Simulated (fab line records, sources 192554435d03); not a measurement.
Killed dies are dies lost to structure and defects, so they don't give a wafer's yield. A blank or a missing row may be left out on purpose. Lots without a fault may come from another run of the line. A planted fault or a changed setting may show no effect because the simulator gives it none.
Chamber matching | flow n5_finfet | N5_BEOL_M0_SAQP_SPACER1_ALD_98 on ald_sin-03: 4 sister chambers
The step deposits SiO2, target thk 12.8 nm, pulse time 1 s, purge time 2 s. 4 wafers are shown with their chamber, then 11 later ones without.

WAFERS WITH THEIR CHAMBER
wafer  | chamber | heater_power_w (W)
L088.1 | 3       | 437
L088.2 | 2       | 471
L088.6 | 1       | 573
L090.3 | 0       | 512

WAFERS WITHOUT THEIR CHAMBER
wafer  | heater_power_w (W)
L090.4 | 446
L090.5 | 581
L092.1 | 564
L092.2 | 449
L092.3 | 516
L094.1 | 437
L094.5 | 438
L094.6 | 556
L097.3 | 542
L097.5 | 504
L097.6 | 451

WHICH CHAMBER EACH WENT THROUGH
wafer  | from the rows above     | in truth
L090.4 | can't be placed: 3 or 2 | 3
L090.5 | 1                       | 1
L092.1 | 1                       | 1
L092.2 | can't be placed: 3 or 2 | 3
L092.3 | 0                       | 0
L094.1 | 3                       | 3
L094.5 | 3                       | 3
L094.6 | 1                       | 1
L097.3 | can't be placed: 0 or 1 | 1
L097.5 | can't be placed: 0 or 2 | 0
L097.6 | can't be placed: 3 or 2 | 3
Placed correctly: 6 of 11. Can't be placed from these rows: 5 (the true chamber is among the candidates in 5). Placed wrongly: 0.
How it was worked out, from the rows above alone: a wafer's distance from a chamber is the root of the sum, over the readings, of the square of ((its reading less the chamber's mean) divided by the reading's scatter). The wafer belongs to the nearest chamber; if the next one is less than 2 further off, it can't be placed. A chamber's mean is the mean of its shown wafers. The scatter: with one shown wafer a chamber, the root of the mean of the squares of how far each hidden wafer lies from its nearest shown one.
